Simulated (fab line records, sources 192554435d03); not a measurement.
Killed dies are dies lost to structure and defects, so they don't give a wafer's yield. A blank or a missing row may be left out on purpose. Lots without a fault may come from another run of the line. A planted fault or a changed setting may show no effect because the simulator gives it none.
Which tool did it? | flow n5_finfet | 9 lots, 27 wafers sampled, at 5 steps of a route of 1938

WHAT THE GAUGES READ, wafer by wafer
N5_BEOL_M2_CD_MEAS_11: target cd 16.79 nm.
lot  | measured     | on        | cd_nm (nm)
L606 | day 6 21:14  | cd_sem-03 | 16.78 16.94 17.12
L612 | day 7 23:59  | cd_sem-02 | 16.86 16.86 16.70
L611 | day 8 00:20  | cd_sem-03 | 17.08 16.90 16.71
L615 | day 9 00:31  | cd_sem-02 | 17.08 16.61 16.58
L622 | day 10 09:43 | cd_sem-03 | 18.75 18.41 18.74
L624 | day 11 05:57 | cd_sem-03 | 16.72 16.65 16.77
L626 | day 11 13:35 | cd_sem-03 | 16.74 16.88 16.69
L627 | day 11 22:04 | cd_sem-01 | 18.39 18.87 18.69
L629 | day 12 12:19 | cd_sem-02 | 16.62 16.57 16.53

WHICH TOOL RAN EACH LOT (tool, then ch and the chambers of the sampled wafers, then the start)
lot  | N5_BEOL_M1_SPUTTER_96        | N5_BEOL_M1_CMP_52             | N5_BEOL_M1_DEP_57               | N5_BEOL_M2_EXPOSE_08
L606 | pvd_sputter-01, day 6 18:24  | cmp-01 ch 0,1,3, day 6 18:53  | pecvd-03 ch 0,1,2, day 6 19:23  | euv_scanner-02 ch 0, day 6 21:07
L612 | pvd_sputter-02, day 7 19:54  | cmp-04 ch 0,2, day 7 20:23    | pecvd-01 ch 0,1,2, day 7 20:53  | euv_scanner-01 ch 0, day 7 23:51
L611 | pvd_sputter-03, day 7 20:05  | cmp-04 ch 0,1,3, day 7 20:40  | pecvd-03 ch 0,1, day 7 21:08    | euv_scanner-01 ch 0, day 8 00:13
L615 | pvd_sputter-02, day 8 22:15  | cmp-01 ch 0,1, day 8 22:44    | pecvd-02 ch 0,1,2, day 8 23:15  | euv_scanner-01 ch 0, day 9 00:23
L622 | pvd_sputter-01, day 10 07:50 | cmp-01 ch 0,1,3, day 10 08:20 | pecvd-01 ch 0,1, day 10 08:50   | euv_scanner-01 ch 0, day 10 09:35
L624 | pvd_sputter-03, day 11 03:51 | cmp-04 ch 1,2, day 11 04:21   | pecvd-03 ch 0,2, day 11 04:50   | euv_scanner-02 ch 0, day 11 05:49
L626 | pvd_sputter-03, day 11 11:17 | cmp-04 ch 0,3, day 11 11:49   | pecvd-03 ch 0,1,2, day 11 12:18 | euv_scanner-02 ch 0, day 11 13:28
L627 | pvd_sputter-01, day 11 15:50 | cmp-04 ch 0,2, day 11 16:22   | pecvd-02 ch 0,1,2, day 11 16:49 | euv_scanner-01 ch 0, day 11 21:56
L629 | pvd_sputter-01, day 12 09:56 | cmp-02 ch 1,2, day 12 10:26   | pecvd-01 ch 0,1,2, day 12 10:57 | euv_scanner-02 ch 0, day 12 12:13
- N5_BEOL_M1_SPUTTER_96: material Cu, target thk 4.5 nm, time 8.29 s.
- N5_BEOL_M1_CMP_52: polishes, stops on SiOC, t overpolish 6.8 s, target thk 40 nm.
- N5_BEOL_M1_DEP_57: deposits SiCN from 3MS/NH3, target thk 8 nm, time 14 s.
- N5_BEOL_M2_EXPOSE_08: exposes mask M2.

THE ANSWER, worked out from the rows above alone
Rule: what is usual is taken from the lots themselves. Put in order of their means at a reading, lots are off if they are a third of the lots or fewer, leave a main group of 4 or more, and stand apart from it by a gap of 3 or more times the standard deviation of the main group's means; of several such gaps the widest counts. A main group whose means are all the same, to the digits that the tables above print for the reading, isn't used. A lot without any number at a reading at which 4 lots or more have one is off too. The other lots that the step has rows for count as sound.
Off: L622, L627, at N5_BEOL_M2_CD_MEAS_11 (cd_nm). The main group: mean 16.78 nm, standard deviation 0.11.
A tool fits if, at a process step before that reading, it ran every lot that is off, and no sound lot after the first of them. The gauges at N5_BEOL_M2_CD_MEAS_11 are tried like those tools. One fits: euv_scanner-01 at N5_BEOL_M2_EXPOSE_08. Its last sound lot is L615 (day 9 00:23), its first lot that is off L622 (day 10 09:35): a fault that began between those two fits.

WHAT THE SIMULATOR HAD PUT IN
Process parameter drift: euv_scanner-01, from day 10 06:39 on, at N5_BEOL_M2_EXPOSE_08. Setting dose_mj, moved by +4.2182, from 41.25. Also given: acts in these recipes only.
Lots struck among those shown: L622, L627. The rule above found the same.
